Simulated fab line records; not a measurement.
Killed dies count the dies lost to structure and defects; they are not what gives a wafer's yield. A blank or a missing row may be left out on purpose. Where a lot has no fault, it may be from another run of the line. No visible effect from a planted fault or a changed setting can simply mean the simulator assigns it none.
What tool caused it?    flow n5 finfet    10 lots, 29 wafers sampled, at 5 steps of a route of 1938

## WHAT THE GAUGES SHOWED, per wafer
N5_BEOL_M4_RC_MEAS_101.
lot   measured      on         DIBL_N (mV/V)
L511  day 9 06:28   prober-01  35.5 38.7 37.8
L512  day 9 10:19   prober-01  36.4 34.4 35.7
L514  day 9 12:20   prober-01  36.2 36.3 35.1
L518  day 10 18:31  prober-02  37.4 37.6 37.8
L524  day 12 11:01  prober-01  39.9 36.8
L527  day 13 01:37  prober-01  37.7 37.9 38.8
L529  day 13 18:05  prober-02  39.0 37.2 37.0
L530  day 13 23:07  prober-02  34.7 34.6 33.9
L532  day 14 05:38  prober-01  37.2 38.5 36.9
L533  day 14 15:42  prober-02  37.2 36.8 35.9

## TOOL THAT RAN EACH LOT (tool first, then ch and the chambers of the sampled wafers, then the start)
lot   N5_BEOL_M0_HM_OPEN_105             N5_BEOL_M0_STRIP_140                N5_BEOL_M0_ALD_136                   N5_BEOL_M0_ANNEAL_117
L511  rie metal-03 ch 1, day 5 16:55     rie diel-02 ch 1,2, day 5 17:06     ald metal-04 ch 2,3, day 5 19:45     pvd sputter-02, day 5 20:22
L512  rie metal-03 ch 0,1, day 6 05:10   rie diel-03 ch 0,2, day 6 05:29     ald metal-01 ch 1,2, day 6 09:28     pvd sputter-02, day 6 10:13
L514  rie metal-02 ch 0, day 6 21:02     rie diel-03 ch 1,2,3, day 6 21:31   ald metal-01 ch 0,1, day 6 23:01     pvd sputter-03, day 7 00:48
L518  rie metal-02 ch 0,1, day 7 16:16   rie diel-03 ch 1,2,3, day 7 16:26   ald metal-01 ch 0,1, day 7 17:29     pvd sputter-03, day 7 17:59
L524  rie metal-03 ch 0,1, day 9 04:56   rie diel-05 ch 1,3, day 9 05:16     ald metal-01 ch 1,3, day 9 06:14     pvd sputter-01, day 9 06:46
L527  rie metal-03 ch 1, day 9 19:50     rie diel-05 ch 0,2,3, day 9 20:13   ald metal-01 ch 1,3, day 9 21:46     pvd sputter-01, day 9 22:36
L529  rie metal-03 ch 0,1, day 10 08:29  rie diel-05 ch 1,2, day 10 08:51    ald metal-02 ch 1,2,3, day 10 10:05  pvd sputter-01, day 10 12:15
L530  rie metal-03 ch 0,1, day 10 13:15  rie diel-05 ch 0,1,3, day 10 13:37  ald metal-02 ch 0,3, day 10 14:46    pvd sputter-03, day 10 15:23
L532  rie metal-03 ch 0,1, day 11 04:26  rie diel-05 ch 0,3, day 11 04:36    ald metal-02 ch 0,1,2, day 11 05:43  pvd sputter-02, day 11 08:13
L533  rie metal-01 ch 0,1, day 11 12:58  rie diel-03 ch 0,1,3, day 11 13:16  ald metal-02 ch 1,2,3, day 11 16:43  pvd sputter-01, day 11 17:16
- N5_BEOL_M0_HM_OPEN_105: chemistry Cl2/BCl3, target TiN, target depth 12 nm.
- N5_BEOL_M0_STRIP_140: strips in CF4.
- N5_BEOL_M0_ALD_136: deposits TaN, pulse time 2 s, purge time 3 s, co reactant purge time 2 s.
- N5_BEOL_M0_ANNEAL_117: time 60 s.

## THE ANSWER, worked out from the rows above alone
Rule: the lots themselves supply what counts as usual. The widest of any qualifying gaps counts: lots, ordered by their means at a reading, are off when they make up no more than a third of the lots, leave a main group of 4 or more, and stand apart from it by 3 or more times the standard deviation of that group's means. A main group is skipped when, at the precision printed for the reading in the tables above, its means are all equal. Also off: a lot with no number at a reading for which 4 or more lots have one. Any other lot the step has rows for is counted as sound.
None of the lots is off at any reading shown; this tells nothing.

## WHAT WAS PUT IN BY THE SIMULATOR
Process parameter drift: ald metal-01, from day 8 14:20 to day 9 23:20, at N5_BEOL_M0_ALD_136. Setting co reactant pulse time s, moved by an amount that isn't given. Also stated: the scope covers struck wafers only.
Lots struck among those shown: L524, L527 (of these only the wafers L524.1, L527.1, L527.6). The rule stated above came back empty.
